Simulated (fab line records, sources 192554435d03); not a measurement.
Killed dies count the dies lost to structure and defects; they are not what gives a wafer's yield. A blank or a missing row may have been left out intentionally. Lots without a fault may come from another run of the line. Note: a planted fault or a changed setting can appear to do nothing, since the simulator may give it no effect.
One fault seen from 2 desks ; flow n5-finfet ; each desk holds nothing but its own numbers, with what lay behind them at the end

## METROLOGY DESK
Means of the sampled wafers that have a number, per lot and without regard to the tool the lot ran on: this is what the gauges read. Any lot whose mean is over 4 standard deviations away from the usual mean is out of limits and marked OUT; that distance is given in the brackets.
Columns: A = cd-nm at N5_BEOL_M9_CD_MEAS_11, usual 64.2 nm; B = cd-nm at N5_BEOL_M9_CD_MEAS_18, usual 70.1 nm
lot;first seen here;A;B
L839;day 11 07:17;64.0;70.1
L842;day 13 04:11;63.8;69.8
L847;day 14 09:47;64.7;70.5
L851;day 15 00:05;63.8;69.9
L858;day 16 03:52;63.8;70.0
L856;day 16 04:02;65.0;70.9
L844;day 17 13:16;64.1;69.9
L862;day 17 13:18;64.3;70.6
L861;day 17 13:35;63.6;70.1
L859;day 18 04:55;63.9;69.8
L860;day 18 11:08;64.0;69.7
This desk's verdict: no lot among the 11 shows anything out of limits.

## THE TOOL OWNER'S DESK: litho-track-02
The tool's own readings at N5_BEOL_M9_COAT_22 (resist thk 30 nm): means of the sampled wafers that have a number, for each lot that ran on this tool. Any lot whose mean is over 4 standard deviations away from the usual mean is out of limits and marked OUT; that distance is given in the brackets.
Columns: A = spin-speed-rpm at N5_BEOL_M9_COAT_22, usual 1499.9 rpm
lot;first seen here;A
L839;day 11 07:52;1499.5
L842;day 13 06:37;1500.9
L847;day 14 10:23;1569.0 (+70) OUT
L851;day 15 03:26;1568.7 (+70) OUT
L861;day 17 15:26;1499.8
L860;day 18 15:43;1499.5
Finding of this desk: L847, L851 out of limits; the first was L847 at day 14 10:23, on spin-speed-rpm at N5_BEOL_M9_COAT_22. In limits: L839, L842, L861, L860.

## PUT TOGETHER
The tool owner's desk had the chance to raise an alarm at day 14 10:23 on L847, L851.
From the metrology desk's view, nothing was out of limits.
The metrology desk holds a record of L847, L851, inside its limits.
N5_BEOL_M9_COAT_22 was run on litho-track-02 by each of the lots named.

## WHAT THE SIMULATOR HAD INSERTED
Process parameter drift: litho-track-02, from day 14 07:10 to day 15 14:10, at N5_BEOL_M9_COAT_22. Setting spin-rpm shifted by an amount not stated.
Shown lots that were struck: L847, L851.
Each desk's first reading out of limits, in hours after the fault started: the tool owner's desk, 3.
